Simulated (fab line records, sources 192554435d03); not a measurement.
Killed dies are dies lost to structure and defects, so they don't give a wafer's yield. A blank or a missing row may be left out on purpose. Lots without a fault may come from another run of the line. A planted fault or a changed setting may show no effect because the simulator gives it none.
fab line records | flow n5_finfet
record lots=23 wafers=69 last_day=17
route steps=1938 shown BEOL_M1@770
lots that met no fault: from a run of the same line without faults
start_h: hours from the record's first day to the start of the lot's first wafer shown | wait_h: hours since the lot's step before | " the same as in the row above | L1.1+2: a row that stands for several wafers | - no value, or no start given | * or withheld: withheld | < > ~ a bound
route shown NAME@n: a module of which the file shows steps, and the number in the route of the first | usual: mean/standard deviation of fault-free wafers | same: alike in all rows | chamber/n: place in a boat | sites: the reading at each site | _std_site: their standard deviation | _edge_site: outer sites' mean less inner sites' | radius_mm: how far each site lies from the wafer's centre | mask NAME#n: copy n | behind: the tool/chamber that last shaped the wafer | hold: why the lot was held/for how many hours/how that ended | device: the transistor (n, p or np) that didn't switch | end of line: the same wafers' tests at the end of the route | a step without rows: its recipe alone | killed: dies lost to structure and defects at the first sort, not the wafer's yield | map: a wafer's dies, x killed, . not, _ none there
set.NAME: the setting as run; set.NAME@STEP: as run at that earlier step | model.NAME: the simulator's own value behind a step, which no gauge read
steps of the route over a sample of lots; a table a step, a row a wafer
services: from which hour (start_h, from the record's first day; less than 0 if before it) a tool's chamber was out of use, for how many hours, and why
## steps
# step N5_BEOL_M1_ETCH_64
# recipe chemistry=N2/H2 target=SOC target_depth_a=750 overetch_a=150 mask_material=SiARC temp_c=40 time_s=112.5 ion_energy_ev=200 pressure_mtorr=30 source_w=840 bias_w=150 n2_flow_sccm=200 h2_flow_sccm=200
# usual drypump_motor_current_A=5.8/0.44 h2_flow_sccm=200.0/0.65 oes_product_au=0.61/0.055 rf_vpp_V=523.6/2.3 showerhead_plenum_p_Torr=2.53/0.077 throttle_valve_pct=17.81/0.23
# columns lot.wafer tool chamber start_h wait_h drypump_motor_current_A h2_flow_sccm oes_product_au rf_hours_counter_h rf_vpp_V showerhead_plenum_p_Torr throttle_valve_pct
L074.2 rie_diel-05 0 119.40 0.0 6.0 200.3 0.67 46 526.0 2.57 17.86
L074.3 " 1 " " 6.3 200.7 0.56 213 525.1 2.63 17.83
L074.5 " 1 " " 6.3 200.4 0.55 - 525.9 2.63 17.82
L075.1 rie_diel-02 3 133.64 0.0 5.9 198.9 0.57 215 523.0 2.51 17.72
L075.3 " 2 " " 6.3 199.8 0.58 156 526.9 2.64 17.90
L075.5 " 2 " " 6.2 199.6 0.59 - 527.0 2.64 17.91
L076.1 rie_diel-04 0 139.42 0.0 5.2 200.1 0.58 181 521.8 2.43 17.86
L076.4 " 3 " " 5.3 200.1 0.56 236 521.2 2.50 17.54
L076.6 " 0 " " 5.2 199.4 0.59 - 519.5 2.43 17.86
L077.2 rie_diel-05 0 139.64 0.0 6.0 199.6 0.68 52 524.1 2.57 17.87
L077.5 " 3 " " 6.1 199.6 0.63 - 521.8 2.44 17.53
L077.6 " 2 " " 5.3 200.8 0.58 - 527.7 2.66 17.74
L078.1 rie_diel-05 2 140.37 0.0 5.3 200.4 0.58 174 527.9 2.66 17.74
L078.2 " 3 " " 6.1 198.2 0.63 85 520.6 2.44 17.52
L078.4 " 0 " " 6.1 200.1 0.67 - 525.1 2.57 17.86
L079.1 rie_diel-04 0 145.99 0.0 5.2 200.3 0.58 184 522.1 2.43 17.88
L079.2 " 3 " " 5.3 200.5 0.55 239 523.4 2.50 17.55
L079.5 " 2 " " 6.2 199.7 0.59 - 523.1 2.53 17.94
L080.2 rie_diel-04 1 160.11 0.0 5.2 198.9 0.70 32 525.7 2.60 17.75
L080.3 " 0 " " 5.2 200.5 0.57 187 520.0 2.43 17.88
L080.4 " 3 " " 5.3 200.7 0.55 243 522.5 2.50 17.55
L081.2 rie_diel-02 1 161.76 0.0 6.0 199.3 0.61 108 522.8 2.46 18.16
L081.4 " 1 " " 6.0 201.0 0.61 - 522.2 2.46 18.17
L081.5 " 2 " " 6.3 200.2 0.58 - 527.2 2.64 17.92
L082.1 rie_diel-04 2 168.29 0.0 6.2 200.1 0.59 157 522.6 2.53 17.94
L082.3 " 0 " " 5.2 200.0 0.57 189 518.6 2.43 17.87
L082.6 " 1 " " 5.2 200.0 0.69 - 524.9 2.60 17.76
L083.1 rie_diel-05 1 179.46 0.0 6.3 199.8 0.55 225 526.6 2.62 17.86
L083.2 " 2 " " 5.3 199.3 0.57 187 526.9 2.65 17.76
L083.3 " 0 " " 6.1 199.5 0.66 65 526.4 2.57 17.89
L084.2 rie_diel-05 3 182.36 0.0 6.1 200.3 0.62 99 521.2 2.44 17.54
L084.5 " 3 " " 6.1 200.5 0.62 - 520.5 2.44 17.53
L084.6 " 2 " " 5.3 199.4 0.57 - 527.7 2.65 17.78
L085.1 rie_diel-02 3 187.90 0.0 5.9 199.4 0.56 226 522.7 2.51 17.76
L085.4 " 2 " " 6.3 199.8 0.57 173 527.4 2.64 17.93
L085.5 " 2 " " 6.3 200.6 0.58 - 526.1 2.64 17.94
L086.2 rie_diel-02 3 199.94 0.0 5.9 200.5 0.56 228 523.5 2.51 17.77
L086.4 " 0 " " 5.8 199.1 0.57 212 522.1 2.51 18.00
L086.6 " 2 " " 6.3 201.0 0.58 - 526.2 2.64 17.93
L087.1 rie_diel-04 0 204.65 0.0 5.3 201.2 0.57 201 521.4 2.42 17.90
L087.3 " 1 " " 5.2 200.4 0.68 46 525.8 2.59 17.77
L087.5 " 2 " " 6.2 200.3 0.58 - 524.6 2.53 17.95
L088.1 rie_diel-05 3 210.79 0.0 6.1 199.0 0.62 107 522.5 2.43 17.55
L088.2 " 0 " " 6.1 200.0 0.65 74 525.8 2.56 17.91
L088.4 " 1 " " 6.3 200.0 0.54 234 525.9 2.62 17.87
L089.2 rie_diel-05 0 218.02 0.0 6.1 200.8 0.65 76 525.4 2.56 17.91
L089.3 " 2 " " 5.4 200.0 0.57 197 526.1 2.64 17.78
L089.5 " 3 " " 6.1 200.8 0.62 - 521.6 2.43 17.56
L090.2 rie_diel-04 0 223.62 0.0 5.2 199.3 0.56 207 520.3 2.42 17.92
L090.3 " 3 " " 5.3 199.7 0.77 3 523.3 2.49 17.08
L090.4 " 1 " " 5.2 200.4 0.68 53 524.2 2.59 17.76
L091.3 rie_diel-02 0 228.06 0.0 5.8 198.6 0.57 222 524.2 2.51 18.03
L091.4 " 2 " " 6.3 199.4 0.57 185 527.3 2.63 17.96
L091.6 " 3 " " 5.8 199.9 0.56 - 524.2 2.50 17.78
L092.1 rie_diel-04 3 228.55 0.0 5.3 199.4 0.76 5 523.0 2.49 17.09
L092.2 " 2 " " 6.2 199.9 0.57 174 523.7 2.52 17.98
L092.5 " 0 " " 5.2 201.5 0.56 - 521.3 2.42 17.94
L093.4 rie_diel-02 1 230.85 0.0 6.0 199.3 0.60 129 523.1 2.45 18.19
L093.5 " 1 " " 6.0 200.5 0.60 - 522.0 2.45 18.22
L093.6 " 2 " " 6.3 200.1 0.57 - 524.4 2.63 17.95
L094.2 rie_diel-04 3 243.63 0.0 5.3 200.6 0.76 10 522.1 2.49 17.10
L094.3 " 0 " " 5.2 200.9 0.55 214 520.3 2.42 17.92
L094.4 " 2 " " 6.2 200.7 0.58 180 523.3 2.52 18.00
L096.1 rie_diel-05 0 256.76 0.0 6.1 200.9 0.63 89 524.6 2.56 17.94
L096.2 " 2 " " 5.3 199.4 0.56 209 524.8 2.64 17.79
L096.6 " 3 " " 6.1 199.0 0.61 - 518.3 2.43 17.60
L097.1 rie_diel-04 0 260.28 0.0 5.2 199.9 0.56 219 519.3 2.41 17.93
L097.3 " 2 " " 6.2 200.1 0.57 184 523.8 2.52 18.01
L097.5 " 1 " " 5.2 199.9 0.67 - 526.8 2.58 17.80
# step N5_BEOL_M1_STRIP_66
# recipe chemistry=CF4 resist=SiARC power_w=300 bias_power_w=75 pressure_mtorr=50 cf4_flow_sccm=150 rf_frequency_hz=6e+07
# usual cf4_flow_sccm=149.9/0.43 drypump_motor_current_A=5.8/0.44 oes_product_au=0.76/0.069 rf_vpp_V=270.9/1.4 showerhead_plenum_p_Torr=1.79/0.05 throttle_valve_pct=13.65/0.21
# columns lot.wafer tool chamber start_h wait_h cf4_flow_sccm drypump_motor_current_A oes_product_au rf_hours_counter_h rf_vpp_V showerhead_plenum_p_Torr throttle_valve_pct
L074.2 rie_diel-05 0 119.53 0.0 150.0 6.1 0.85 46 270.5 1.84 13.70
L074.3 " 1 " " 149.9 6.3 0.70 213 275.1 1.87 13.69
L074.5 " 1 " " 149.6 6.3 0.69 - 271.7 1.87 13.69
L075.1 rie_diel-02 3 133.77 0.0 150.2 5.8 0.71 215 269.8 1.78 13.49
L075.3 " 2 " " 150.2 6.3 0.73 156 270.9 1.87 13.72
L075.5 " 2 " " 150.6 6.3 0.73 - 270.8 1.87 13.73
L076.1 rie_diel-04 0 139.55 0.0 149.9 5.2 0.73 181 269.4 1.72 13.72
L076.4 " 3 " " 149.9 5.3 0.70 236 271.8 1.76 13.44
L076.6 " 0 " " 149.6 5.2 0.72 - 268.4 1.72 13.74
L077.2 rie_diel-05 0 139.77 0.0 150.0 6.1 0.84 52 271.3 1.84 13.70
L077.5 " 3 " " 149.4 6.1 0.79 - 270.1 1.76 13.60
L077.6 " 2 " " 150.7 5.3 0.72 - 271.5 1.85 13.49
L078.1 rie_diel-05 2 140.50 0.0 150.3 5.3 0.72 175 273.3 1.85 13.52
L078.2 " 3 " " 149.1 6.1 0.79 85 269.1 1.76 13.61
L078.4 " 0 " " 150.2 6.1 0.84 - 271.5 1.84 13.70
L079.1 rie_diel-04 0 146.12 0.0 150.4 5.2 0.72 184 269.5 1.72 13.75
L079.2 " 3 " " 150.0 5.3 0.69 239 270.8 1.76 13.42
L079.5 " 2 " " 149.9 6.2 0.73 - 272.4 1.78 13.77
L080.2 rie_diel-04 1 160.24 0.0 149.9 5.2 0.88 32 270.6 1.83 13.47
L080.3 " 0 " " 150.1 5.2 0.72 187 268.8 1.72 13.74
L080.4 " 3 " " 150.1 5.2 0.69 243 272.1 1.76 13.45
L081.2 rie_diel-02 1 161.88 0.0 149.9 6.0 0.77 108 270.1 1.74 13.79
L081.4 " 1 " " 149.1 6.0 0.76 - 270.0 1.74 13.80
L081.5 " 2 " " 149.0 6.2 0.73 - 270.9 1.87 13.75
L082.1 rie_diel-04 2 168.42 0.0 149.9 6.2 0.73 157 271.0 1.78 13.80
L082.3 " 0 " " 150.3 5.2 0.71 189 268.9 1.72 13.74
L082.6 " 1 " " 149.8 5.2 0.87 - 272.0 1.83 13.49
L083.1 rie_diel-05 1 179.59 0.0 149.1 6.3 0.69 225 270.9 1.87 13.73
L083.2 " 2 " " 150.2 5.3 0.72 187 273.1 1.85 13.54
L083.3 " 0 " " 150.3 6.0 0.82 65 270.2 1.84 13.73
L084.2 rie_diel-05 3 182.48 0.0 149.2 6.1 0.78 99 270.6 1.76 13.63
L084.5 " 3 " " 148.9 6.1 0.78 - 269.9 1.76 13.64
L084.6 " 2 " " 150.0 5.3 0.72 - 273.4 1.85 13.55
L085.1 rie_diel-02 3 188.03 0.0 149.6 5.9 0.71 226 271.4 1.77 13.52
L085.4 " 2 " " 149.8 6.3 0.72 173 272.9 1.86 13.75
L085.5 " 2 " " 149.9 6.3 0.72 - 272.9 1.86 13.76
L086.2 rie_diel-02 3 200.07 0.0 148.9 5.8 0.71 228 269.0 1.77 13.53
L086.4 " 0 " " 150.3 5.7 0.72 212 270.2 1.77 13.82
L086.6 " 2 " " 149.8 6.3 0.71 - 272.5 1.86 13.76
L087.1 rie_diel-04 0 204.77 0.0 149.5 5.2 0.71 201 267.6 1.72 13.77
L087.3 " 1 " " 149.9 5.2 0.86 46 271.1 1.82 13.50
L087.5 " 2 " " 150.1 6.2 0.72 - 269.5 1.78 13.81
L088.1 rie_diel-05 3 210.91 0.0 149.4 6.1 0.77 107 270.0 1.76 13.66
L088.2 " 0 " " 149.3 6.1 0.82 74 271.6 1.83 13.76
L088.4 " 1 " " 149.7 6.3 0.68 234 272.5 1.86 13.76
L089.2 rie_diel-05 0 218.15 0.0 150.2 6.0 0.81 76 271.4 1.83 13.77
L089.3 " 2 " " 149.9 5.3 0.71 197 273.6 1.84 13.56
L089.5 " 3 " " 149.3 6.1 0.77 - 269.6 1.76 13.68
L090.2 rie_diel-04 0 223.75 0.0 149.4 5.2 0.71 207 268.3 1.71 13.79
L090.3 " 3 " " 150.0 5.3 0.97 3 271.2 1.76 12.91
L090.4 " 1 " " 149.8 5.2 0.84 53 272.4 1.82 13.52
L091.3 rie_diel-02 0 228.19 0.0 150.2 5.8 0.71 222 269.1 1.76 13.83
L091.4 " 2 " " 149.9 6.3 0.71 185 272.2 1.86 13.78
L091.6 " 3 " " 150.0 5.8 0.70 - 270.6 1.77 13.56
L092.1 rie_diel-04 3 228.68 0.0 149.7 5.2 0.97 5 269.7 1.76 12.90
L092.2 " 2 " " 149.4 6.2 0.72 174 271.2 1.77 13.82
L092.5 " 0 " " 149.6 5.2 0.70 - 267.4 1.71 13.81
L093.4 rie_diel-02 1 230.98 0.0 150.4 6.0 0.75 129 269.8 1.73 13.86
L093.5 " 1 " " 150.1 6.0 0.75 - 269.0 1.73 13.86
L093.6 " 2 " " 150.6 6.3 0.71 - 272.7 1.86 13.80
L094.2 rie_diel-04 3 243.75 0.0 150.2 5.3 0.94 10 268.6 1.75 12.93
L094.3 " 0 " " 149.6 5.2 0.70 214 268.7 1.71 13.81
L094.4 " 2 " " 150.0 6.2 0.71 180 270.3 1.77 13.84
L096.1 rie_diel-05 0 256.89 0.0 150.2 6.1 0.80 89 270.6 1.83 13.79
L096.2 " 2 " " 149.7 5.3 0.70 209 271.7 1.84 13.57
L096.6 " 3 " " 149.6 6.1 0.76 - 269.2 1.75 13.69
L097.1 rie_diel-04 0 260.41 0.0 149.8 5.3 0.70 219 269.8 1.71 13.82
L097.3 " 2 " " 150.4 6.2 0.71 184 272.7 1.77 13.84
L097.5 " 1 " " 150.6 5.2 0.84 - 270.2 1.82 13.54
# step N5_BEOL_M1_ETCH_69
# recipe chemistry=CF4 target=SiARC target_depth_a=156 mask_material=CAR-EUV time_s=26 ion_energy_ev=80 pressure_mtorr=40 source_w=545 bias_w=36 Ar_flow_sccm=100 cf4_flow_sccm=100 ends=cleared
# usual cf4_flow_sccm=99.98/0.3 drypump_motor_current_A=5.8/0.42 etch_rf_on_time_s=26.1/0.43 oes_product_au=0.64/0.052 rf_vpp_V=184.0/1.2 showerhead_plenum_p_Torr=2.14/0.057 throttle_valve_pct=15.70/0.15
# columns lot.wafer tool chamber start_h wait_h cf4_flow_sccm drypump_motor_current_A etch_rf_on_time_s oes_product_au rf_hours_counter_h rf_vpp_V showerhead_plenum_p_Torr throttle_valve_pct
L074.2 rie_diel-04 1 120.37 0.0 100.00 5.2 26.3 0.77 20 184.7 2.19 15.52
L074.3 " 2 " " 99.66 6.2 25.8 0.64 144 183.9 2.14 15.83
L074.5 " 2 " " 99.24 6.2 25.4 0.64 - 184.0 2.14 15.83
L075.1 rie_diel-02 2 134.49 0.0 100.45 6.3 26.0 0.63 156 184.1 2.22 15.73
L075.3 " 0 " " 99.96 5.8 26.9 0.62 191 182.9 2.12 15.77
L075.5 " 2 " " 99.82 6.3 26.1 0.63 - 185.3 2.22 15.73
L076.1 rie_diel-04 2 140.59 0.0 100.00 6.2 25.7 0.64 149 182.8 2.14 15.84
L076.4 " 0 " " 100.34 5.2 26.0 0.62 182 182.3 2.06 15.78
L076.6 " 0 " " 100.20 5.2 25.9 0.63 - 182.1 2.06 15.76
L077.2 rie_diel-02 3 140.68 0.0 99.89 5.8 26.3 0.61 216 184.0 2.12 15.49
L077.5 " 3 " " 100.77 5.8 26.2 0.61 - 182.4 2.12 15.50
L077.6 " 2 " " 99.93 6.3 25.7 0.63 - 185.3 2.22 15.71
L078.1 rie_diel-05 3 141.34 0.0 100.27 6.1 25.3 0.70 85 184.8 2.09 15.62
L078.2 " 0 " " 99.70 6.1 25.5 0.73 52 186.2 2.18 15.72
L078.4 " 3 " " 99.76 6.1 25.5 0.70 - 182.0 2.09 15.61
L079.1 rie_diel-04 1 146.83 0.0 100.25 5.2 27.0 0.75 28 185.0 2.19 15.56
L079.2 " 2 " " 99.55 6.2 26.2 0.63 151 184.5 2.14 15.82
L079.5 " 1 " " 99.76 5.2 26.9 0.75 - 185.6 2.19 15.55
L080.2 rie_diel-04 0 160.97 0.0 100.21 5.2 26.2 0.62 188 183.2 2.05 15.77
L080.3 " 3 " " 99.66 5.2 25.6 0.59 243 182.6 2.11 15.45
L080.4 " 1 " " 100.19 5.2 26.4 0.75 33 184.1 2.19 15.56
L081.2 rie_diel-05 3 162.60 0.0 99.56 6.1 25.4 0.68 93 183.7 2.09 15.62
L081.4 " 0 " " 100.10 6.1 25.1 0.73 60 184.6 2.18 15.73
L081.5 " 0 " " 100.00 6.1 25.3 0.73 - 182.8 2.18 15.74
L082.1 rie_diel-05 0 169.13 0.0 99.69 6.1 25.4 0.72 62 183.8 2.18 15.74
L082.3 " 1 " " 100.00 6.3 26.5 0.58 222 184.7 2.22 15.70
L082.6 " 1 " " 99.89 6.3 26.2 0.59 - 185.1 2.22 15.71
L083.1 rie_diel-05 0 180.49 0.0 100.34 6.1 25.5 0.72 66 184.0 2.18 15.75
L083.2 " 1 " " 100.18 6.3 26.4 0.58 226 186.3 2.22 15.69
L083.3 " 2 " " 100.60 5.3 26.4 0.61 188 185.7 2.21 15.54
L084.2 rie_diel-02 1 183.34 0.0 99.69 6.0 26.2 0.65 114 183.4 2.07 15.90
L084.5 " 1 " " 99.18 6.0 26.3 0.65 - 184.2 2.07 15.89
L084.6 " 0 " " 100.16 5.7 26.7 0.62 - 183.6 2.11 15.82
L085.1 rie_diel-04 3 188.87 0.0 99.66 5.3 26.1 0.59 251 184.5 2.11 15.48
L085.4 " 0 " " 100.42 5.2 26.4 0.61 - 182.6 2.05 15.79
L085.5 " 3 " " 100.00 5.3 25.8 0.60 - 183.4 2.11 15.49
L086.2 rie_diel-04 2 200.86 0.0 100.12 6.2 25.8 0.62 165 185.4 2.13 15.88
L086.4 " 0 " " 99.71 5.3 26.3 0.61 - 182.1 2.05 15.80
L086.6 " 2 " " 99.86 6.2 25.8 0.63 - 183.3 2.13 15.85
L087.1 rie_diel-04 2 205.50 0.0 100.48 6.2 26.2 0.62 167 182.5 2.13 15.89
L087.3 " 1 " " 99.76 5.2 26.7 0.73 47 183.5 2.18 15.58
L087.5 " 1 " " 99.96 5.2 26.7 0.72 - 185.0 2.18 15.58
L088.1 rie_diel-04 0 211.72 0.0 100.07 5.2 26.3 0.61 204 180.9 2.05 15.80
L088.2 " 1 " " 100.35 5.2 26.7 0.72 49 184.1 2.18 15.58
L088.4 " 2 " " 100.28 6.2 25.8 0.62 - 184.4 2.13 15.89
L089.2 rie_diel-02 0 219.00 0.0 99.99 5.8 26.3 0.61 219 184.5 2.11 15.83
L089.3 " 1 " " 100.17 6.0 25.8 0.65 125 183.4 2.07 15.91
L089.5 " 0 " " 100.38 5.8 26.4 0.62 - 182.6 2.11 15.82
L090.2 rie_diel-04 1 224.46 0.0 99.93 5.2 27.1 0.71 53 183.9 2.18 15.60
L090.3 " 0 " " 99.68 5.2 26.5 0.61 207 182.6 2.05 15.83
L090.4 " 3 " " 99.91 5.2 25.5 0.84 3 183.4 2.11 14.98
L091.3 rie_diel-02 2 229.01 0.0 100.02 6.3 25.9 0.62 185 187.6 2.21 15.77
L091.4 " 3 " " 100.12 5.8 26.3 0.60 238 185.0 2.12 15.55
L091.6 " 0 " " 99.48 5.8 26.3 0.61 - 185.3 2.11 15.84
L092.1 rie_diel-05 1 229.52 0.0 99.54 6.3 26.5 0.57 239 185.5 2.21 15.72
L092.2 " 0 " " 100.52 6.1 25.3 0.70 81 183.6 2.17 15.78
L092.5 " 2 " " 99.99 5.3 26.2 0.60 - 185.6 2.21 15.58
L093.4 rie_diel-05 3 231.82 0.0 100.11 6.1 25.6 0.66 114 182.7 2.08 15.66
L093.5 " 0 " " 99.66 6.1 25.3 0.70 - 184.2 2.17 15.78
L093.6 " 1 " " 99.79 6.3 26.8 0.57 - 184.5 2.21 15.72
L094.2 rie_diel-02 3 244.63 0.0 100.25 5.8 26.5 0.60 242 184.5 2.12 15.55
L094.3 " 0 " " 99.94 5.8 26.4 0.61 226 184.0 2.11 15.85
L094.4 " 2 " " 100.03 6.2 26.0 0.61 189 185.3 2.21 15.78
L096.1 rie_diel-02 2 257.74 0.0 99.41 6.3 26.2 0.60 192 183.2 2.21 15.79
L096.2 " 3 " " 99.76 5.9 26.0 0.60 246 186.0 2.11 15.55
L096.6 " 0 " " 99.94 5.8 26.5 0.60 - 183.6 2.11 15.86
L097.1 rie_diel-02 3 261.25 0.0 99.62 5.8 26.2 0.60 247 183.2 2.11 15.55
L097.3 " 1 " " 99.54 6.0 25.7 0.65 137 183.5 2.06 15.94
L097.5 " 2 " " 99.93 6.3 26.1 0.61 - 184.1 2.21 15.78
# step N5_BEOL_M1_DEGAS_44
# recipe ambient=vacuum temp_c=250 time_s=60
# usual heater_power_w=356/49
# columns lot.wafer tool chamber start_h wait_h heater_power_w
L074.2 pvd_sputter-02 - 121.66 0.1 410
L074.3 " - " " 321
L074.5 " - " " 400
L075.1 pvd_sputter-03 - 139.28 0.4 316
L075.3 " - " " 419
L075.5 " - " " 306
L076.1 pvd_sputter-03 - 142.28 0.0 355
L076.4 " - " " 311
L076.6 " - " " 325
L077.2 pvd_sputter-02 - 142.51 0.0 323
L077.5 " - " " 419
L077.6 " - " " 329
L078.1 pvd_sputter-03 - 142.71 0.1 323
L078.2 " - " " 351
L078.4 " - " " 402
L079.1 pvd_sputter-01 - 148.81 0.4 444
L079.2 " - " " 342
L079.5 " - " " 441
L081.2 pvd_sputter-01 - 164.40 0.5 326
L081.4 " - " " 340
L081.5 " - " " 329
L080.2 pvd_sputter-03 - 167.79 0.4 397
L080.3 " - " " 311
L080.4 " - " " 330
L082.1 pvd_sputter-02 - 171.06 0.4 320
L082.3 " - " " 323
L082.6 " - " " 325
L083.1 pvd_sputter-01 - 182.17 0.6 338
L083.2 " - " " 263
L083.3 " - " " 321
L084.2 pvd_sputter-02 - 186.58 0.2 418
L084.5 " - " " 410
L084.6 " - " " 421
L085.1 pvd_sputter-02 - 194.43 0.2 331
L085.4 " - " " 316
L085.5 " - " " 329
L086.2 pvd_sputter-02 - 201.66 0.0 415
L086.4 " - " " 324
L086.6 " - " " 420
L087.1 pvd_sputter-02 - 212.71 0.4 402
L087.3 " - " " 322
L087.5 " - " " 324
L088.1 pvd_sputter-03 - 217.69 0.3 318
L088.2 " - " " 359
L088.4 " - " " 395
L089.2 pvd_sputter-02 - 220.22 0.1 317
L089.3 " - " " 413
L089.5 " - " " 416
L090.2 pvd_sputter-01 - 225.36 0.0 333
L090.3 " - " " 261
L090.4 " - " " 328
L091.3 pvd_sputter-02 - 232.55 0.2 324
L091.4 " - " " 415
L091.6 " - " " 321
L092.1 pvd_sputter-01 - 235.05 0.5 265
L092.2 " - " " 331
L092.5 " - " " 432
L093.4 pvd_sputter-02 - 239.80 0.2 327
L093.5 " - " " 334
L093.6 " - " " 397
L094.2 pvd_sputter-02 - 246.82 0.6 407
L094.3 " - " " 316
L094.4 " - " " 408
L096.1 pvd_sputter-02 - 260.37 0.5 402
L096.2 " - " " 322
L096.6 " - " " 332
L097.1 pvd_sputter-01 - 263.55 0.5 431
L097.3 " - " " 342
L097.5 " - " " 434
# step N5_BEOL_M1_ANNEAL_80
# recipe temp_c=400 time_s=240 ambient=vacuum
# usual heater_power_w=882/120
# columns lot.wafer tool chamber start_h wait_h heater_power_w
L074.2 pvd_sputter-03 - 123.85 0.0 769
L074.3 " - " " 800
L074.5 " - " " 785
L075.1 pvd_sputter-01 - 140.38 0.0 653
L075.3 " - " " 836
L075.5 " - " " 1085
L076.1 pvd_sputter-03 - 143.13 0.0 781
L076.4 " - " " 880
L076.6 " - " " 783
L077.2 pvd_sputter-01 - 143.39 0.0 847
L077.5 " - " " 854
L077.6 " - " " 1105
L078.1 pvd_sputter-02 - 143.59 0.0 986
L078.2 " - " " 809
L078.4 " - " " 1032
L079.1 pvd_sputter-03 - 150.12 0.0 900
L079.2 " - " " 751
L079.5 " - " " 1006
L081.2 pvd_sputter-02 - 165.40 0.0 792
L081.4 " - " " 807
L081.5 " - " " 1024
L080.2 pvd_sputter-02 - 169.00 0.0 827
L080.3 " - " " 1022
L080.4 " - " " 819
L082.1 pvd_sputter-02 - 171.97 0.0 1007
L082.3 " - " " 823
L082.6 " - " " 815
L083.1 pvd_sputter-03 - 183.03 0.0 779
L083.2 " - " " 877
L083.3 " - " " 1017
L084.2 pvd_sputter-01 - 187.58 0.0 647
L084.5 " - " " 846
L084.6 " - " " 818
L085.1 pvd_sputter-02 - 195.37 0.0 789
L085.4 " - " " 804
L085.5 " - " " 1016
L086.2 pvd_sputter-01 - 202.69 0.0 826
L086.4 " - " " 819
L086.6 " - " " 840
L087.1 pvd_sputter-03 - 215.53 0.0 774
L087.3 " - " " 988
L087.5 " - " " 777
L088.1 pvd_sputter-03 - 218.57 0.0 900
L088.2 " - " " 785
L088.4 " - " " 1025
L089.2 pvd_sputter-01 - 222.71 0.0 1095
L089.3 " - " " 835
L089.5 " - " " 666
L090.2 pvd_sputter-01 - 226.24 0.0 1075
L090.3 " - " " 826
L090.4 " - " " 650
L091.3 pvd_sputter-01 - 233.51 0.0 817
L091.4 " - " " 808
L091.6 " - " " 1076
L092.1 pvd_sputter-03 - 235.90 0.0 888
L092.2 " - " " 762
L092.5 " - " " 803
L093.4 pvd_sputter-02 - 240.82 0.0 819
L093.5 " - " " 1025
L093.6 " - " " 1016
L094.2 pvd_sputter-02 - 247.90 0.0 1040
L094.3 " - " " 790
L094.4 " - " " 801
L096.1 pvd_sputter-02 - 263.03 0.0 795
L096.2 " - " " 1028
L096.6 " - " " 1034
L097.1 pvd_sputter-01 - 264.51 0.0 809
L097.3 " - " " 1065
L097.5 " - " " 816
# step N5_BEOL_M1_SPUTTER_88
# recipe material=Cu target_thk_a=45 temp_c=-20 chamber_pressure_pa=0.07 power_w=withheld time_s=8.29
# usual throttle_valve_pct=30.5/0.86
# columns lot.wafer tool chamber start_h wait_h throttle_valve_pct
L074.2 pvd_sputter-03 - 124.43 0.1 29.7
L074.3 " - " " 31.4
L074.5 " - " " 31.3
L075.1 pvd_sputter-01 - 140.96 0.1 30.4
L075.3 " - " " 30.4
L075.5 " - " " 31.3
L076.1 pvd_sputter-03 - 143.71 0.1 29.6
L076.4 " - " " 30.0
L076.6 " - " " 29.5
L077.2 pvd_sputter-01 - 143.97 0.1 30.6
L077.5 " - " " 30.3
L077.6 " - " " 31.4
L078.1 pvd_sputter-02 - 144.17 0.1 30.0
L078.2 " - " " 31.5
L078.4 " - " " 30.8
L079.1 pvd_sputter-03 - 150.70 0.1 29.7
L079.2 " - " " 29.8
L079.5 " - " " 29.6
L081.2 pvd_sputter-02 - 165.98 0.1 31.3
L081.4 " - " " 31.5
L081.5 " - " " 29.8
L080.2 pvd_sputter-02 - 169.58 0.1 31.5
L080.3 " - " " 29.8
L080.4 " - " " 29.5
L082.1 pvd_sputter-02 - 175.11 0.1 29.9
L082.3 " - " " 31.8
L082.6 " - " " 29.6
L083.1 pvd_sputter-03 - 183.61 0.1 29.7
L083.2 " - " " 29.6
L083.3 " - " " 29.7
L084.2 pvd_sputter-01 - 188.16 0.1 30.2
L084.5 " - " " 30.6
L084.6 " - " " 32.0
L085.1 pvd_sputter-02 - 195.95 0.1 29.3
L085.4 " - " " 31.6
L085.5 " - " " 29.6
L086.2 pvd_sputter-01 - 203.27 0.1 32.1
L086.4 " - " " 30.4
L086.6 " - " " 30.1
L087.1 pvd_sputter-03 - 216.11 0.1 29.8
L087.3 " - " " 29.4
L087.5 " - " " 29.9
L088.1 pvd_sputter-03 - 219.15 0.1 29.8
L088.2 " - " " 30.1
L088.4 " - " " 29.5
L089.2 pvd_sputter-01 - 223.29 0.1 31.3
L089.3 " - " " 30.4
L089.5 " - " " 30.2
L090.2 pvd_sputter-01 - 226.82 0.1 31.2
L090.3 " - " " 32.1
L090.4 " - " " 29.9
L091.3 pvd_sputter-01 - 234.09 0.1 30.2
L091.4 " - " " 31.9
L091.6 " - " " 31.4
L092.1 pvd_sputter-03 - 236.48 0.1 29.7
L092.2 " - " " 29.7
L092.5 " - " " 31.4
L093.4 pvd_sputter-02 - 241.40 0.1 29.6
L093.5 " - " " 30.7
L093.6 " - " " 29.6
L094.2 pvd_sputter-02 - 248.48 0.1 29.7
L094.3 " - " " 29.8
L094.4 " - " " 31.3
L096.1 pvd_sputter-02 - 263.61 0.1 29.5
L096.2 " - " " 30.8
L096.6 " - " " 30.5
L097.1 pvd_sputter-01 - 265.09 0.1 32.0
L097.3 " - " " 31.0
L097.5 " - " " 31.9
## services
# columns tool chamber start_h hours kind
rie_diel-04 3 102.34 4.6 repair
rie_diel-02 2 104.30 10.3 repair
rie_diel-05 3 106.16 6.8 repair
pvd_sputter-03 - 121.68 0.6 repair
pvd_sputter-02 - 124.42 3.5 repair
rie_diel-05 1 139.32 17.3 repair
rie_diel-02 3 143.02 4.5 repair
rie_diel-04 0 150.47 3.8 repair
rie_diel-02 3 155.23 9.1 repair
rie_diel-04 2 180.80 8.5 repair
rie_diel-04 3 189.27 - clean
rie_diel-04 3 189.27 - consumable_replace:focus_ring
rie_diel-04 3 189.27 22.4 scheduled_down
rie_diel-04 3 189.27 22.4 vent_cycle
rie_diel-04 1 229.69 7.4 repair
## key
fault none
